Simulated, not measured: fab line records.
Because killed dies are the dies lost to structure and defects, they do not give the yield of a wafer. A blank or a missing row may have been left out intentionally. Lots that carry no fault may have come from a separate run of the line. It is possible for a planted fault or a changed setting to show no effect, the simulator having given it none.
Chamber matching ; flow nand-harc ; NHARC_P_GATE_ETCH_32 on rie-si-05 has 4 sister chambers
The step etches the open film in HBr/Cl2, target depth 150 nm, time 100.1 s. 14 wafers are shown with their chamber, then 7 later ones without.

## WAFERS PAIRED WITH THEIR CHAMBERS
wafer;chamber;drypump-motor-current-A (A);throttle-valve-pct (%);oes-product-au (a.u.)
L080.1;3;6.07;26.410;0.998
L080.2;2;6.22;26.405;1.007
L080.6;1;5.43;26.406;1.013
L082.3;2;6.25;26.400;0.994
L082.4;0;6.44;26.409;1.006
L082.6;1;5.41;26.416;1.005
L087.2;1;5.42;26.395;1.002
L087.3;3;6.07;26.402;1.010
L087.4;0;6.44;26.411;1.018
L085.2;0;6.45;26.419;1.016
L085.3;1;5.42;26.413;1.002
L085.6;1;5.41;26.413;1.012
L092.1;2;6.23;26.404;1.009
L092.2;3;6.07;26.407;1.005

SIGNATURES, as means of the wafers listed above
reading;chamber 0;chamber 1;chamber 2;chamber 3;scatter within a chamber
drypump-motor-current-A;6.4433;5.4180;6.2333;6.0700;0.00902
throttle-valve-pct;26.41300;26.40860;26.40300;26.40633;0.00623
oes-product-au;1.01333;1.00680;1.00333;1.00433;0.00635
Rule: distance of a wafer from a chamber = root of the sum over the readings of ((wafer's reading minus chamber's mean) / reading's scatter) squared. The wafer belongs to the nearest chamber; if the next one is less than 2 further off, it can't be placed. The scatter: the root of (the sum of the squares of (reading less its chamber's mean) over the shown wafers, divided by (wafers less chambers)).

## WAFERS WITHOUT THEIR CHAMBER
wafer;drypump-motor-current-A (A);throttle-valve-pct (%);oes-product-au (a.u.)
L092.4;5.42;26.398;1.005
L093.1;6.20;26.403;1.003
L093.5;6.08;26.386;1.014
L093.6;6.45;26.407;1.005
L097.2;6.27;26.396;1.007
L097.3;5.40;26.392;1.001
L097.5;6.44;26.404;1.005

## WHICH CHAMBER EACH ONE RAN IN
wafer;from the rows above;in truth
L092.4;1;1
L093.1;2;2
L093.5;3;3
L093.6;0;0
L097.2;2;2
L097.3;1;1
L097.5;0;0
Placed correctly: 7 of 7. Left unplaced by these rows: 0. 0 placed wrongly.
